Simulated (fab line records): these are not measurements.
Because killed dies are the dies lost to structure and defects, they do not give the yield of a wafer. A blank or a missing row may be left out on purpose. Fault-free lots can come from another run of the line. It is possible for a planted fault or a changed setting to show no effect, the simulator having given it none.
Which tool did it? / flow n5-finfet / 72 wafers from 24 lots sampled at 5 of the route's 1938 steps

== WHAT THE GAUGES SHOWED, per wafer ==
N5_BEOL_M2_INSPECT_59: inspects for defects (darkfield). Usual: raw-defect-count 78, standard deviation 28.
lot=L074; measured=day 6 22:56; on=defect-inspect-02; raw-defect-count=62 54 53; flag=
lot=L075; measured=day 7 04:58; on=defect-inspect-01; raw-defect-count=60 55 74; flag=
lot=L077; measured=day 7 14:23; on=defect-inspect-02; raw-defect-count=45 80 91; flag=
lot=L076; measured=day 7 16:37; on=defect-inspect-02; raw-defect-count=43 85 58; flag=
lot=L078; measured=day 7 20:19; on=defect-inspect-02; raw-defect-count=56 61 99; flag=
lot=L079; measured=day 8 03:14; on=defect-inspect-01; raw-defect-count=110 96 89; flag=
lot=L080; measured=day 8 06:44; on=defect-inspect-01; raw-defect-count=50 44 65; flag=
lot=L081; measured=day 8 16:29; on=defect-inspect-02; raw-defect-count=93 154 116; flag=
lot=L082; measured=day 8 20:24; on=defect-inspect-02; raw-defect-count=46 78 83; flag=
lot=L083; measured=day 9 06:55; on=defect-inspect-02; raw-defect-count=180 98 101; flag=
lot=L084; measured=day 9 11:45; on=defect-inspect-01; raw-defect-count=95 114 106; flag=
lot=L086; measured=day 9 12:59; on=defect-inspect-02; raw-defect-count=108 55 52; flag=
lot=L085; measured=day 9 23:56; on=defect-inspect-02; raw-defect-count=76 40 57; flag=
lot=L087; measured=day 10 04:17; on=defect-inspect-02; raw-defect-count=81 115 84; flag=
lot=L088; measured=day 10 07:41; on=defect-inspect-01; raw-defect-count=51 67 45; flag=
lot=L089; measured=day 10 10:54; on=defect-inspect-02; raw-defect-count=91 76 55; flag=
lot=L090; measured=day 11 04:09; on=defect-inspect-01; raw-defect-count=61 57 77; flag=
lot=L092; measured=day 11 07:58; on=defect-inspect-02; raw-defect-count=130 106 134; flag=
lot=L091; measured=day 11 08:35; on=defect-inspect-02; raw-defect-count=127 125 85; flag=
lot=L093; measured=day 11 21:46; on=defect-inspect-01; raw-defect-count=96 93 59; flag=
lot=L094; measured=day 11 23:50; on=defect-inspect-01; raw-defect-count=126 102 72; flag=
lot=L095; measured=day 12 09:55; on=defect-inspect-01; raw-defect-count=52 82 76; flag=
lot=L096; measured=day 12 11:19; on=defect-inspect-02; raw-defect-count=43 45 38; flag=
lot=L097; measured=day 12 17:01; on=defect-inspect-01; raw-defect-count=61 65 110; flag=

N5_BEOL_M3_CD_MEAS_18: pitch 36 nm, target cd 18 nm. Usual: cd-nm 17.9 nm, standard deviation 0.37.
lot=L074; measured=day 7 00:05; on=cd-sem-01; cd-nm (nm)=18.1 17.7 17.9; flag=
lot=L075; measured=day 7 08:31; on=cd-sem-02; cd-nm (nm)=18.0 18.2 17.7; flag=
lot=L077; measured=day 7 17:18; on=cd-sem-01; cd-nm (nm)=17.6 17.7 17.6; flag=
lot=L076; measured=day 7 17:59; on=cd-sem-01; cd-nm (nm)=17.5 18.0 17.5; flag=
lot=L078; measured=day 7 23:45; on=cd-sem-02; cd-nm (nm)=18.5 18.1 18.5; flag=
lot=L079; measured=day 8 04:42; on=cd-sem-02; cd-nm (nm)=17.7 18.1 17.8; flag=
lot=L080; measured=day 8 08:28; on=cd-sem-02; cd-nm (nm)=17.8 17.9 16.8; flag=
lot=L081; measured=day 8 18:07; on=cd-sem-01; cd-nm (nm)=17.6 17.2 17.5; flag=
lot=L082; measured=day 8 22:11; on=cd-sem-03; cd-nm (nm)=18.3 18.2 18.0; flag=
lot=L083; measured=day 9 08:35; on=cd-sem-02; cd-nm (nm)=17.5 18.1 17.7; flag=
lot=L084; measured=day 9 13:39; on=cd-sem-02; cd-nm (nm)=18.1 18.3 18.0; flag=
lot=L086; measured=day 9 16:17; on=cd-sem-03; cd-nm (nm)=18.0 17.7 18.0; flag=
lot=L085; measured=day 10 02:53; on=cd-sem-01; cd-nm (nm)=18.2 18.5 17.8; flag=
lot=L087; measured=day 10 08:35; on=cd-sem-01; cd-nm (nm)=17.6 17.6 18.3; flag=
lot=L088; measured=day 10 09:02; on=cd-sem-02; cd-nm (nm)=17.8 18.0 18.0; flag=
lot=L089; measured=day 10 12:04; on=cd-sem-03; cd-nm (nm)=18.1 17.5 17.1; flag=
lot=L090; measured=day 11 05:30; on=cd-sem-02; cd-nm (nm)=18.3 18.5 18.1; flag=
lot=L092; measured=day 11 12:07; on=cd-sem-03; cd-nm (nm)=17.9 18.5 18.0; flag=
lot=L091; measured=day 11 12:09; on=cd-sem-02; cd-nm (nm)=18.1 18.3 17.6; flag=
lot=L093; measured=day 11 23:37; on=cd-sem-03; cd-nm (nm)=17.4 17.6 17.6; flag=
lot=L094; measured=day 12 02:29; on=cd-sem-02; cd-nm (nm)=17.9 18.4 18.1; flag=
lot=L095; measured=day 12 11:48; on=cd-sem-03; cd-nm (nm)=18.0 17.9 17.9; flag=
lot=L096; measured=day 12 13:40; on=cd-sem-03; cd-nm (nm)=17.7 18.2 17.2; flag=
lot=L097; measured=day 12 19:08; on=cd-sem-03; cd-nm (nm)=17.7 17.5 17.6; flag=

== WHICH TOOL RAN EACH LOT (tool, then ch and the chambers of the sampled wafers, then the start) ==
lot=L074; N5_BEOL_M2_ANNEAL_93=pvd-sputter-02, day 6 21:31; N5_BEOL_M2_ANNEAL_51=rtp-anneal-01 ch 0, day 6 22:04; N5_BEOL_M3_HM_DEP_02=pvd-sputter-02, day 6 23:08
lot=L075; N5_BEOL_M2_ANNEAL_93=pvd-sputter-01, day 7 03:24; N5_BEOL_M2_ANNEAL_51=rtp-anneal-02 ch 0, day 7 04:08; N5_BEOL_M3_HM_DEP_02=pvd-sputter-01, day 7 07:26
lot=L077; N5_BEOL_M2_ANNEAL_93=pvd-sputter-02, day 7 12:39; N5_BEOL_M2_ANNEAL_51=rtp-anneal-02 ch 0, day 7 13:12; N5_BEOL_M3_HM_DEP_02=pvd-sputter-02, day 7 16:16
lot=L076; N5_BEOL_M2_ANNEAL_93=pvd-sputter-01, day 7 15:11; N5_BEOL_M2_ANNEAL_51=rtp-anneal-02 ch 0, day 7 15:47; N5_BEOL_M3_HM_DEP_02=pvd-sputter-03, day 7 16:54
lot=L078; N5_BEOL_M2_ANNEAL_93=pvd-sputter-03, day 7 18:53; N5_BEOL_M2_ANNEAL_51=rtp-anneal-01 ch 0, day 7 19:29; N5_BEOL_M3_HM_DEP_02=pvd-sputter-03, day 7 22:38
lot=L079; N5_BEOL_M2_ANNEAL_93=pvd-sputter-01, day 8 01:48; N5_BEOL_M2_ANNEAL_51=rtp-anneal-01 ch 0, day 8 02:22; N5_BEOL_M3_HM_DEP_02=pvd-sputter-02, day 8 03:38
lot=L080; N5_BEOL_M2_ANNEAL_93=pvd-sputter-01, day 8 05:04; N5_BEOL_M2_ANNEAL_51=rtp-anneal-01 ch 0, day 8 05:40; N5_BEOL_M3_HM_DEP_02=pvd-sputter-02, day 8 07:31
lot=L081; N5_BEOL_M2_ANNEAL_93=pvd-sputter-01, day 8 15:03; N5_BEOL_M2_ANNEAL_51=rtp-anneal-01 ch 0, day 8 15:37; N5_BEOL_M3_HM_DEP_02=pvd-sputter-03, day 8 17:10
lot=L082; N5_BEOL_M2_ANNEAL_93=pvd-sputter-02, day 8 18:58; N5_BEOL_M2_ANNEAL_51=rtp-anneal-02 ch 0, day 8 19:34; N5_BEOL_M3_HM_DEP_02=pvd-sputter-01, day 8 21:07
lot=L083; N5_BEOL_M2_ANNEAL_93=pvd-sputter-02, day 9 05:28; N5_BEOL_M2_ANNEAL_51=rtp-anneal-02 ch 0, day 9 06:07; N5_BEOL_M3_HM_DEP_02=pvd-sputter-01, day 9 07:37
lot=L084; N5_BEOL_M2_ANNEAL_93=pvd-sputter-02, day 9 10:19; N5_BEOL_M2_ANNEAL_51=rtp-anneal-02 ch 0, day 9 10:52; N5_BEOL_M3_HM_DEP_02=pvd-sputter-01, day 9 12:39
lot=L086; N5_BEOL_M2_ANNEAL_93=pvd-sputter-03, day 9 11:28; N5_BEOL_M2_ANNEAL_51=rtp-anneal-01 ch 0, day 9 12:04; N5_BEOL_M3_HM_DEP_02=pvd-sputter-02, day 9 15:16
lot=L085; N5_BEOL_M2_ANNEAL_93=pvd-sputter-02, day 9 22:31; N5_BEOL_M2_ANNEAL_51=rtp-anneal-02 ch 0, day 9 23:04; N5_BEOL_M3_HM_DEP_02=pvd-sputter-02, day 10 01:57
lot=L087; N5_BEOL_M2_ANNEAL_93=pvd-sputter-01, day 10 02:52; N5_BEOL_M2_ANNEAL_51=rtp-anneal-01 ch 0, day 10 03:33; N5_BEOL_M3_HM_DEP_02=pvd-sputter-02, day 10 06:40
lot=L088; N5_BEOL_M2_ANNEAL_93=pvd-sputter-02, day 10 06:14; N5_BEOL_M2_ANNEAL_51=rtp-anneal-01 ch 0, day 10 06:51; N5_BEOL_M3_HM_DEP_02=pvd-sputter-02, day 10 07:53
lot=L089; N5_BEOL_M2_ANNEAL_93=pvd-sputter-03, day 10 09:28; N5_BEOL_M2_ANNEAL_51=rtp-anneal-01 ch 0, day 10 10:04; N5_BEOL_M3_HM_DEP_02=pvd-sputter-03, day 10 11:07
lot=L090; N5_BEOL_M2_ANNEAL_93=pvd-sputter-01, day 11 02:41; N5_BEOL_M2_ANNEAL_51=rtp-anneal-01 ch 0, day 11 03:23; N5_BEOL_M3_HM_DEP_02=pvd-sputter-02, day 11 04:33
lot=L092; N5_BEOL_M2_ANNEAL_93=pvd-sputter-01, day 11 06:29; N5_BEOL_M2_ANNEAL_51=rtp-anneal-01 ch 0, day 11 07:02; N5_BEOL_M3_HM_DEP_02=pvd-sputter-02, day 11 08:11
lot=L091; N5_BEOL_M2_ANNEAL_93=pvd-sputter-02, day 11 07:09; N5_BEOL_M2_ANNEAL_51=rtp-anneal-02 ch 0, day 11 07:42; N5_BEOL_M3_HM_DEP_02=pvd-sputter-03, day 11 08:47
lot=L093; N5_BEOL_M2_ANNEAL_93=pvd-sputter-02, day 11 20:20; N5_BEOL_M2_ANNEAL_51=rtp-anneal-02 ch 0, day 11 20:53; N5_BEOL_M3_HM_DEP_02=pvd-sputter-03, day 11 22:32
lot=L094; N5_BEOL_M2_ANNEAL_93=pvd-sputter-03, day 11 22:04; N5_BEOL_M2_ANNEAL_51=rtp-anneal-01 ch 0, day 11 23:01; N5_BEOL_M3_HM_DEP_02=pvd-sputter-03, day 12 01:04
lot=L095; N5_BEOL_M2_ANNEAL_93=pvd-sputter-01, day 12 08:29; N5_BEOL_M2_ANNEAL_51=rtp-anneal-01 ch 0, day 12 09:05; N5_BEOL_M3_HM_DEP_02=pvd-sputter-03, day 12 10:47
lot=L096; N5_BEOL_M2_ANNEAL_93=pvd-sputter-03, day 12 09:53; N5_BEOL_M2_ANNEAL_51=rtp-anneal-02 ch 0, day 12 10:26; N5_BEOL_M3_HM_DEP_02=pvd-sputter-03, day 12 12:16
lot=L097; N5_BEOL_M2_ANNEAL_93=pvd-sputter-01, day 12 15:35; N5_BEOL_M2_ANNEAL_51=rtp-anneal-02 ch 0, day 12 16:14; N5_BEOL_M3_HM_DEP_02=pvd-sputter-01, day 12 17:52
- N5_BEOL_M2_ANNEAL_93: time 240 s.
- N5_BEOL_M2_ANNEAL_51: time 90 s.
- N5_BEOL_M3_HM_DEP_02: deposits TiN, target thk 20 nm.

== WHAT THE TOOLS THEMSELVES READ (means of the sampled wafers that have a number; where no wafer has one, the mark that the record gives instead) ==
N5_BEOL_M2_ANNEAL_93. Usual: heater-power-w 818 W, standard deviation 76.
lot=L074; tool=pvd-sputter-02; heater-power-w (W)=841; flag=
lot=L075; tool=pvd-sputter-01; heater-power-w (W)=776; flag=
lot=L077; tool=pvd-sputter-02; heater-power-w (W)=790; flag=
lot=L076; tool=pvd-sputter-01; heater-power-w (W)=817; flag=
lot=L078; tool=pvd-sputter-03; heater-power-w (W)=817; flag=
lot=L079; tool=pvd-sputter-01; heater-power-w (W)=865; flag=
lot=L080; tool=pvd-sputter-01; heater-power-w (W)=855; flag=
lot=L081; tool=pvd-sputter-01; heater-power-w (W)=821; flag=
lot=L082; tool=pvd-sputter-02; heater-power-w (W)=794; flag=
lot=L083; tool=pvd-sputter-02; heater-power-w (W)=820; flag=
lot=L084; tool=pvd-sputter-02; heater-power-w (W)=820; flag=
lot=L086; tool=pvd-sputter-03; heater-power-w (W)=783; flag=
lot=L085; tool=pvd-sputter-02; heater-power-w (W)=832; flag=
lot=L087; tool=pvd-sputter-01; heater-power-w (W)=870; flag=
lot=L088; tool=pvd-sputter-02; heater-power-w (W)=843; flag=
lot=L089; tool=pvd-sputter-03; heater-power-w (W)=808; flag=
lot=L090; tool=pvd-sputter-01; heater-power-w (W)=826; flag=
lot=L092; tool=pvd-sputter-01; heater-power-w (W)=882; flag=
lot=L091; tool=pvd-sputter-02; heater-power-w (W)=769; flag=
lot=L093; tool=pvd-sputter-02; heater-power-w (W)=845; flag=
lot=L094; tool=pvd-sputter-03; heater-power-w (W)=832; flag=
lot=L095; tool=pvd-sputter-01; heater-power-w (W)=872; flag=
lot=L096; tool=pvd-sputter-03; heater-power-w (W)=821; flag=
lot=L097; tool=pvd-sputter-01; heater-power-w (W)=858; flag=

N5_BEOL_M2_ANNEAL_51. Usual: anneal-temp-c-max 225.9, standard deviation 0.31; wafer_temp_C_max 226.3, standard deviation 0.54.
lot=L074 tool=rtp-anneal-01 anneal-temp-c-max=226.1 wafer_temp_C_max=226.4 flag=
lot=L075 tool=rtp-anneal-02 anneal-temp-c-max=225.6 wafer_temp_C_max=225.9 flag=
lot=L077 tool=rtp-anneal-02 anneal-temp-c-max=225.9 wafer_temp_C_max=225.5 flag=
lot=L076 tool=rtp-anneal-02 anneal-temp-c-max=225.6 wafer_temp_C_max=225.8 flag=
lot=L078 tool=rtp-anneal-01 anneal-temp-c-max=225.9 wafer_temp_C_max=226.3 flag=
lot=L079 tool=rtp-anneal-01 anneal-temp-c-max=226.0 wafer_temp_C_max=227.3 flag=
lot=L080 tool=rtp-anneal-01 anneal-temp-c-max=226.3 wafer_temp_C_max=226.9 flag=
lot=L081 tool=rtp-anneal-01 anneal-temp-c-max=226.2 wafer_temp_C_max=226.6 flag=
lot=L082 tool=rtp-anneal-02 anneal-temp-c-max=225.7 wafer_temp_C_max=225.9 flag=
lot=L083 tool=rtp-anneal-02 anneal-temp-c-max=225.6 wafer_temp_C_max=225.7 flag=
lot=L084 tool=rtp-anneal-02 anneal-temp-c-max=225.6 wafer_temp_C_max=225.8 flag=
lot=L086 tool=rtp-anneal-01 anneal-temp-c-max=226.2 wafer_temp_C_max=227.0 flag=
lot=L085 tool=rtp-anneal-02 anneal-temp-c-max=225.7 wafer_temp_C_max=225.8 flag=
lot=L087 tool=rtp-anneal-01 anneal-temp-c-max=226.2 wafer_temp_C_max=226.8 flag=
lot=L088 tool=rtp-anneal-01 anneal-temp-c-max=226.2 wafer_temp_C_max=226.6 flag=
lot=L089 tool=rtp-anneal-01 anneal-temp-c-max=226.1 wafer_temp_C_max=226.6 flag=
lot=L090 tool=rtp-anneal-01 anneal-temp-c-max=226.1 wafer_temp_C_max=226.8 flag=
lot=L092 tool=rtp-anneal-01 anneal-temp-c-max=226.0 wafer_temp_C_max=226.6 flag=
lot=L091 tool=rtp-anneal-02 anneal-temp-c-max=225.5 wafer_temp_C_max=225.8 flag=
lot=L093 tool=rtp-anneal-02 anneal-temp-c-max=225.8 wafer_temp_C_max=225.6 flag=
lot=L094 tool=rtp-anneal-01 anneal-temp-c-max=226.2 wafer_temp_C_max=226.5 flag=
lot=L095 tool=rtp-anneal-01 anneal-temp-c-max=226.2 wafer_temp_C_max=226.7 flag=
lot=L096 tool=rtp-anneal-02 anneal-temp-c-max=225.7 wafer_temp_C_max=225.7 flag=
lot=L097 tool=rtp-anneal-02 anneal-temp-c-max=225.4 wafer_temp_C_max=226.0 flag=

N5_BEOL_M3_HM_DEP_02. Usual: throttle-valve-pct 29.9 %, standard deviation 0.95.
lot=L074; tool=pvd-sputter-02; throttle-valve-pct (%)=29.2; flag=
lot=L075; tool=pvd-sputter-01; throttle-valve-pct (%)=29.4; flag=
lot=L077; tool=pvd-sputter-02; throttle-valve-pct (%)=29.6; flag=
lot=L076; tool=pvd-sputter-03; throttle-valve-pct (%)=30.2; flag=
lot=L078; tool=pvd-sputter-03; throttle-valve-pct (%)=30.1; flag=
lot=L079; tool=pvd-sputter-02; throttle-valve-pct (%)=28.7; flag=
lot=L080; tool=pvd-sputter-02; throttle-valve-pct (%)=29.3; flag=
lot=L081; tool=pvd-sputter-03; throttle-valve-pct (%)=29.9; flag=
lot=L082; tool=pvd-sputter-01; throttle-valve-pct (%)=29.5; flag=
lot=L083; tool=pvd-sputter-01; throttle-valve-pct (%)=29.8; flag=
lot=L084; tool=pvd-sputter-01; throttle-valve-pct (%)=29.4; flag=
lot=L086; tool=pvd-sputter-02; throttle-valve-pct (%)=30.0; flag=
lot=L085; tool=pvd-sputter-02; throttle-valve-pct (%)=30.9; flag=
lot=L087; tool=pvd-sputter-02; throttle-valve-pct (%)=30.1; flag=
lot=L088; tool=pvd-sputter-02; throttle-valve-pct (%)=28.5; flag=
lot=L089; tool=pvd-sputter-03; throttle-valve-pct (%)=30.1; flag=
lot=L090; tool=pvd-sputter-02; throttle-valve-pct (%)=29.1; flag=
lot=L092; tool=pvd-sputter-02; throttle-valve-pct (%)=30.0; flag=
lot=L091; tool=pvd-sputter-03; throttle-valve-pct (%)=30.2; flag=
lot=L093; tool=pvd-sputter-03; throttle-valve-pct (%)=30.1; flag=
lot=L094; tool=pvd-sputter-03; throttle-valve-pct (%)=29.8; flag=
lot=L095; tool=pvd-sputter-03; throttle-valve-pct (%)=30.0; flag=
lot=L096; tool=pvd-sputter-03; throttle-valve-pct (%)=29.9; flag=
lot=L097; tool=pvd-sputter-01; throttle-valve-pct (%)=29.1; flag=

== THE ANSWER, worked out from the rows above alone ==
Rule: take the mean of a lot's wafers that have a number; if it is more than 3 standard deviations from the usual mean, the lot is off. Also off: a lot with no number at a reading for which 4 or more lots have one. Any other lot the step has rows for is counted as sound. The gauges are gone through in route order, then the tools' own readings, and for those a lot's mean is taken as printed above. At the first step where some lot is off, the reading lying furthest off is the one used; lots without a number count as furthest.
None of the lots is off at any reading shown; this tells nothing.

== WHAT THE SIMULATOR PUT IN ==
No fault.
